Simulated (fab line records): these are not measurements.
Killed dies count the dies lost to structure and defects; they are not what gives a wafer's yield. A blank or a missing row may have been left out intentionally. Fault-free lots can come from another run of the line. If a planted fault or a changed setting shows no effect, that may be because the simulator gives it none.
Chamber matching ; flow nand-harc ; NHARC_A_ZERO_WELL_DESCUM_12 on rie-diel-06 has 4 sister chambers
The step chemistry O2, time 3 s. 8 wafers are shown with their chamber, then 7 later ones without.

## WAFERS, EACH WITH ITS CHAMBER
wafer;chamber;drypump-motor-current-A (A);oes-product-au (a.u.)
L398.1;1;4.9;1.008
L398.3;0;6.3;1.008
L398.4;2;4.8;0.992
L404.1;0;6.3;1.000
L404.2;2;4.7;1.002
L404.6;3;6.7;1.006
L416.2;1;4.9;0.991
L416.3;3;6.7;1.012

## WAFERS WITHOUT THEIR CHAMBER
wafer;drypump-motor-current-A (A);oes-product-au (a.u.)
L416.6;4.7;1.004
L415.1;6.4;0.997
L415.4;4.9;0.985
L415.5;4.8;0.996
L418.1;4.9;0.994
L418.2;6.7;1.003
L418.4;6.3;0.984

## WHICH CHAMBER EACH ONE RAN IN
wafer;from the rows above;in truth
L416.6;2;2
L415.1;0;0
L415.4;1;1
L415.5;can't be placed: 2 or 1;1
L418.1;1;1
L418.2;3;3
L418.4;0;0
6 of 7 placed correctly. Unplaceable from these rows: 1, with the true chamber sitting among the candidates in 1. 0 placed wrongly.
How it was worked out, from the rows above alone: a wafer's distance from a chamber is the root of the sum, over the readings, of the square of ((its reading less the chamber's mean) divided by the reading's scatter). If the next closest chamber is less than 2 further off than the closest, the wafer can't be placed; otherwise it belongs to the closest. Each chamber's mean is taken over the wafers shown for it. The scatter: the root of (the sum of the squares of (reading less its chamber's mean) over the shown wafers, divided by (wafers less chambers)).
